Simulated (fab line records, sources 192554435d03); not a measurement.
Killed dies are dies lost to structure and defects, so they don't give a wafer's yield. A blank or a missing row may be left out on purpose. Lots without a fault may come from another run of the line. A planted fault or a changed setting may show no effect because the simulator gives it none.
fab line records | flow n5_finfet
record lots=4 wafers=12 last_day=17
route steps=1938 shown BEOL_M6@1212 PASSIVATION@1936
lots that met no fault: from a run of the same line without faults
start_h: hours from the record's first day to the start of the lot's first wafer shown | wait_h: hours since the lot's step before | " the same as in the row above | L1.1+2: a row that stands for several wafers | - no value, or no start given | * or withheld: withheld | < > ~ a bound
route shown NAME@n: a module of which the file shows steps, and the number in the route of the first | usual: mean/standard deviation of fault-free wafers | same: alike in all rows | chamber/n: place in a boat | sites: the reading at each site | _std_site: their standard deviation | _edge_site: outer sites' mean less inner sites' | radius_mm: how far each site lies from the wafer's centre | mask NAME#n: copy n | behind: the tool/chamber that last shaped the wafer | hold: why the lot was held/for how many hours/how that ended | device: the transistor (n, p or np) that didn't switch | end of line: the same wafers' tests at the end of the route | a step without rows: its recipe alone | killed: dies lost to structure and defects at the first sort, not the wafer's yield | map: a wafer's dies, x killed, . not, _ none there
set.NAME: the setting as run; set.NAME@STEP: as run at that earlier step | model.NAME: the simulator's own value behind a step, which no gauge read
lots at some steps of the route; a table a step, a row a wafer
services: from which hour (start_h, from the record's first day; less than 0 if before it) a tool's chamber was out of use, for how many hours, and why
## steps
# step N5_BEOL_M6_ETCH_62
# recipe chemistry=N2/H2 target=SOC target_depth_a=1100 overetch_a=220 mask_material=SiARC temp_c=40 time_s=165 ion_energy_ev=200 pressure_mtorr=30 source_w=840 bias_w=150 n2_flow_sccm=200 h2_flow_sccm=200
# step N5_BEOL_M6_STRIP_68
# recipe chemistry=N2/H2 temp_c=40 n2_flow_sccm=200 h2_flow_sccm=200 rf_frequency_hz=6e+07
# step N5_BEOL_M6_STRIP_67
# recipe chemistry=CF4 resist=SiARC power_w=300 bias_power_w=75 pressure_mtorr=50 cf4_flow_sccm=150 rf_frequency_hz=6e+07
# step N5_BEOL_M6_HM_OPEN_17
# recipe chemistry=Cl2/BCl3 target_depth_a=200 overetch_a=60 target=TiN mask_material=SOC ion_energy_ev=150 pressure_mtorr=10 icp_w=1000 bias_w=126 Cl2_flow_sccm=53.25 bcl3_flow_sccm=21.75 Ar_flow_sccm=25
# step N5_BEOL_M6_STRIP_19
# recipe chemistry=O2 power_w=400 temp_c=40 pressure_mtorr=30 rf_frequency_hz=6e+07 bias_power_w=0 overash_fraction=0.2 o2_flow_sccm=225
# step N5_BEOL_M6_COAT_63
# recipe resist=SOC temp_c=250 time_s=60 spin_rpm=1500 resist_thk_nm=60
# step N5_BEOL_M6_COAT_64
# recipe resist=SiARC temp_c=220 time_s=60 spin_rpm=1500 resist_thk_nm=12
# step N5_BEOL_M6_COAT_71
# recipe resist=underlayer temp_c=205 time_s=60 spin_rpm=1500 resist_thk_nm=5
# step N5_BEOL_M6_COAT_22
# recipe resist=CAR-EUV spin_rpm=1500 resist_thk_nm=30
# step N5_BEOL_M6_EBR_24
# recipe solvent=PGMEA ebr_width_mm=1.5
# step N5_BEOL_M6_SOFTBAKE_23
# recipe temp_c=110 time_s=60 resist=CAR-EUV
# step N5_BEOL_M6_EXPOSE_25
# recipe mask_id=V5 na=0.33 source_shape=annular sigma_inner=0.4 sigma_outer=0.8 polarization=unpolarized target_cd_nm=40 dose_mj=45
# usual exposure_dose_mJ_cm2=45.03/0.042
# same sigma_outer=0.8
# columns lot.wafer tool chamber start_h wait_h mask exposure_dose_mJ_cm2
L752.2 euv_scanner-02 0 216.29 - V5#0 45.04
L752.4 " 0 " " V5#0 45.03
L752.5 " 0 " " V5#0 45.09
L759.1 euv_scanner-02 0 264.05 - V5#0 46.24
L759.3 " 0 " " V5#0 46.23
L759.4 " 0 " " V5#0 46.15
L760.1 euv_scanner-02 0 271.66 - V5#0 46.00
L760.4 " 0 " " V5#0 45.97
L760.6 " 0 " " V5#0 46.00
L768.1 euv_scanner-01 0 317.41 - V5#0 45.07
L768.4 " 0 " " V5#0 45.11
L768.5 " 0 " " V5#0 45.04
# step N5_BEOL_M6_PEB_26
# recipe peb_temp_c=100 peb_time_s=60 resist=CAR-EUV
# step N5_BEOL_M6_DEVELOP_27
# recipe develop_time_s=30 developer=TMAH resist=CAR-EUV rinse_liquid=surfactant_rinse dry=air_spin dev_temp_c=23
# step N5_BEOL_M6_DESCUM_33
# recipe chemistry=O2 time_s=7 source_power_w=50 bias_power_w=20 pressure_mtorr=20 rf_frequency_hz=2.712e+07 temp_c=40 resist=CAR-EUV o2_flow_sccm=225
# usual chamber_pressure_mTorr=20.00/0.037 drypump_motor_current_A=5.9/0.56 oes_product_au=0.80/0.078 rf_vpp_V=242.9/1.2 showerhead_plenum_p_Torr=2.08/0.066 throttle_valve_pct=20.44/0.24
# columns lot.wafer tool chamber start_h wait_h chamber_pressure_mTorr drypump_motor_current_A oes_product_au rf_hours_counter_h rf_vpp_V showerhead_plenum_p_Torr throttle_valve_pct model.BEOL_M6.cd_nm
L752.2 rie_diel-04 3 216.54 0.0 19.96 6.0 0.82 75 244.6 2.21 20.33 40
L752.4 " 2 " " 19.99 5.9 0.82 87 241.7 2.03 20.52 40
L752.5 " 1 " " 19.99 5.9 0.93 - 242.5 2.05 20.32 40
L759.1 rie_diel-04 1 264.31 0.0 20.03 5.9 0.89 35 242.9 2.04 20.37 40.8
L759.3 " 3 " " 20.02 6.0 0.81 91 244.3 2.21 20.38 40.6
L759.4 " 2 " " 20.01 5.8 0.80 103 242.7 2.03 20.54 40.6
L760.1 rie_diel-06 0 271.92 0.0 19.98 6.8 0.75 142 242.5 2.00 20.12 40.4
L760.4 " 3 " " 20.00 4.9 0.77 126 243.1 2.10 20.54 40.4
L760.6 " 3 " " 19.99 4.9 0.77 - 243.3 2.10 20.54 40.4
L768.1 rie_diel-04 2 318.00 0.4 20.02 5.9 0.77 122 243.1 2.02 20.58 40
L768.4 " 0 " " 19.99 6.5 0.87 39 241.8 2.05 20.39 39.8
L768.5 " 1 " " 20.00 5.9 0.86 - 241.4 2.04 20.39 40.2
# step N5_BEOL_M6_ETCH_72
# recipe chemistry=N2/H2 target=underlayer target_depth_a=65 mask_material=CAR-EUV time_s=5.2 ion_energy_ev=200 pressure_mtorr=30 source_w=840 bias_w=150 n2_flow_sccm=200 h2_flow_sccm=200 ends=cleared
# step N5_BEOL_M6_ETCH_65
# recipe chemistry=CF4 target=SiARC target_depth_a=156 mask_material=CAR-EUV time_s=26 ion_energy_ev=80 pressure_mtorr=40 source_w=545 bias_w=36 Ar_flow_sccm=100 cf4_flow_sccm=100 ends=cleared
# step N5_BEOL_M6_ETCH_66
# recipe chemistry=N2/H2 target=SOC target_depth_a=800 overetch_a=160 mask_material=SiARC temp_c=40 time_s=120 ion_energy_ev=200 pressure_mtorr=30 source_w=840 bias_w=150 n2_flow_sccm=200 h2_flow_sccm=200
# step N5_BEOL_M6_STRIP_69
# recipe chemistry=N2/H2 temp_c=40 n2_flow_sccm=200 h2_flow_sccm=200 rf_frequency_hz=6e+07
# step N5_BEOL_M6_STRIP_73
# recipe chemistry=N2/H2 temp_c=40 n2_flow_sccm=200 h2_flow_sccm=200 rf_frequency_hz=6e+07
# step N5_BEOL_M6_VIA_ETCH_34
# recipe chemistry=C4F6/O2 target=SiCOH_lowk target_depth_a=1263 mask_material=SOC taper_deg=4 time_s=50.9 ion_energy_ev=250 pressure_mtorr=30 source_w=345 bias_w=185 Ar_flow_sccm=300 C4F6_flow_sccm=10 O2_flow_sccm=10
# usual O2_flow_sccm=10.003/0.03 chamber_pressure_mTorr=30.000/0.029 drypump_motor_current_A=5.9/0.56 oes_ar_750_au=0.80/0.076 oes_product_au=0.80/0.08 rf_vpp_V=669/5.5 showerhead_plenum_p_Torr=2.82/0.083 throttle_valve_pct=20.88/0.24
# columns lot.wafer tool chamber start_h wait_h O2_flow_sccm chamber_pressure_mTorr drypump_motor_current_A oes_ar_750_au oes_product_au rf_hours_counter_h rf_vpp_V showerhead_plenum_p_Torr throttle_valve_pct model.BEOL_M6.cd_nm
L752.2 rie_diel-04 3 216.72 0.0 10.002 29.987 6.0 0.81 0.82 75 677 2.99 20.78 39.8
L752.4 " 2 " " 9.961 30.046 5.9 0.80 0.81 87 674 2.76 20.95 40
L752.5 " 1 " " 10.023 29.916 5.9 0.92 0.92 - 662 2.79 20.78 39.6
L759.1 rie_diel-04 1 264.49 0.0 10.014 29.996 5.9 0.89 0.90 36 663 2.78 20.80 40.6
L759.3 " 3 " " 9.971 29.996 6.0 0.80 0.81 92 676 2.99 20.81 40.8
L759.4 " 2 " " 9.957 29.959 5.9 0.78 0.80 103 672 2.75 20.96 40.6
L760.1 rie_diel-06 0 272.10 0.0 9.994 30.017 6.8 0.75 0.74 142 666 2.72 20.55 40.2
L760.4 " 3 " " 9.977 29.999 4.9 0.77 0.77 126 674 2.85 21.01 40.2
L760.6 " 3 " " 9.971 29.968 4.9 0.77 0.77 - 675 2.85 21.03 40.2
L768.1 rie_diel-04 2 318.18 0.0 10.012 30.029 5.9 0.77 0.77 122 672 2.74 20.99 40
L768.4 " 0 " " 9.997 30.073 6.5 0.87 0.88 39 662 2.79 20.80 40
L768.5 " 1 " " 10.008 30.029 5.9 0.86 0.86 - 664 2.77 20.85 40
# step N5_BEOL_M6_STRIP_76
# recipe chemistry=C4F6/O2 resist=SiARC rf_frequency_hz=6e+07
# step N5_PASSIVATION_PROBE_49
# usual defect_limited_yield=91.1/1.3 killed_at_M0_to_M3=36/10 killed_at_M4_up=14/4.4 killed_at_contacts=14/5.7 killed_at_front_end=39/9.4 killed_at_other=2.9/2.6 killed_dies=105/15 killed_open=70/12 killed_short=34/7.1 sort_bin_5_function=5.3/0.77 sort_bin_6_memory=3.3/0.66 sort_n_pass=1075/15 sort_yield_pct=91.1/1.3
# same gross_dies=1180 killed_at_back_side=0 sort_bin_4_leakage[%]=0 sort_bin_8_speed[%]=0
# columns lot.wafer tool chamber start_h wait_h defect_limited_yield[%] killed_at_M0_to_M3 killed_at_M4_up killed_at_contacts killed_at_front_end killed_at_other killed_dies killed_open killed_short sort_bin_5_function[%] sort_bin_6_memory[%] sort_n_pass sort_yield_pct[%]
L768.1 prober-02 - 403.41 0.0 91.5 20 11 18 51 0 100 66 32 5.1 3.1 1080 91.5
L768.4 prober-02 - 403.56 0.2 90.0 42 23 12 41 0 118 89 27 5.9 4.1 1062 90.0
L768.5 prober-02 - 403.61 0.2 91.5 27 17 22 32 2 100 63 35 4.7 3.6 1080 91.5
# killed by level:class
L768.1 MOL_CONTACT_COAG:geometric_particle:open=14 STI_FIN_REVEAL:geometric_particle:open=13 FIN_SAQP:geometric_particle:open=11 FIN_SAQP:geometric_particle:short=11 BEOL_M4:geometric_particle:open=6 BEOL_M3:geometric_particle:open=6 BEOL_M1:geometric_particle:open=5 GATE_CUT:geometric_particle:short=4
L768.4 BEOL_M0_SAQP:geometric_particle:open=15 BEOL_M4:geometric_particle:open=14 FIN_SAQP:geometric_particle:open=12 MOL_CONTACT_COAG:geometric_particle:open=10 FIN_SAQP:geometric_particle:short=8 BEOL_M3:geometric_particle:open=8 STI_FIN_REVEAL:geometric_particle:open=7 DUMMY_GATE:geometric_particle:open=7
L768.5 MOL_CONTACT_COAG:geometric_particle:open=18 BEOL_M0_SAQP:geometric_particle:short=7 BEOL_M0_SAQP:geometric_particle:open=7 STI_FIN_REVEAL:geometric_particle:open=6 BEOL_M3:geometric_particle:open=5 BEOL_M4:geometric_particle:open=5 ILD0:geometric_particle:short=4 GATE_CUT:geometric_particle:short=4
## services
# columns tool chamber start_h hours kind
euv_scanner-01 - 198.58 4.6 pm
euv_scanner-02 - 203.98 1.0 pm
rie_diel-04 1 209.25 5.5 repair
rie_diel-04 0 234.06 1.5 repair
euv_scanner-01 - 244.53 1.0 pm
euv_scanner-02 - 260.13 1.0 pm
euv_scanner-02 - 279.53 1.3 repair
euv_scanner-02 0 280.95 - calibration
euv_scanner-01 - 300.68 1.0 pm
euv_scanner-01 0 306.88 - calibration
euv_scanner-02 - 316.28 1.0 pm
## key
first_sign step=N5_BEOL_M6_EXPOSE_25 reading=exposure_dose_mJ_cm2 direction=up sigmas=26 usual=45.03 struck=46.10
effect none on later readings
model_effect step=N5_BEOL_M6_DESCUM_33 value=BEOL_M6.cd_nm without=40.03 struck=40.53
model_effect step=N5_BEOL_M6_VIA_ETCH_34 value=BEOL_M6.cd_nm without=39.93 struck=40.43
met_at N5_BEOL_M6_EXPOSE_25
struck_wafers L759.1,L759.3,L759.4,L760.1,L760.4,L760.6
loop_trim step=N5_BEOL_M6_EXPOSE_25 setting=dose lots=L760
onset_between 216.29 264.05
fault kind=process_parameter_drift tool=euv_scanner-02 chamber=- onset_h=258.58 steps=N5_BEOL_M6_EXPOSE_25 channel=dose_mj offset=1.1479 shape=step acts_in=these_recipes_only stated=45
# loop_trim: a control loop set the setting to another value than it would have without faults
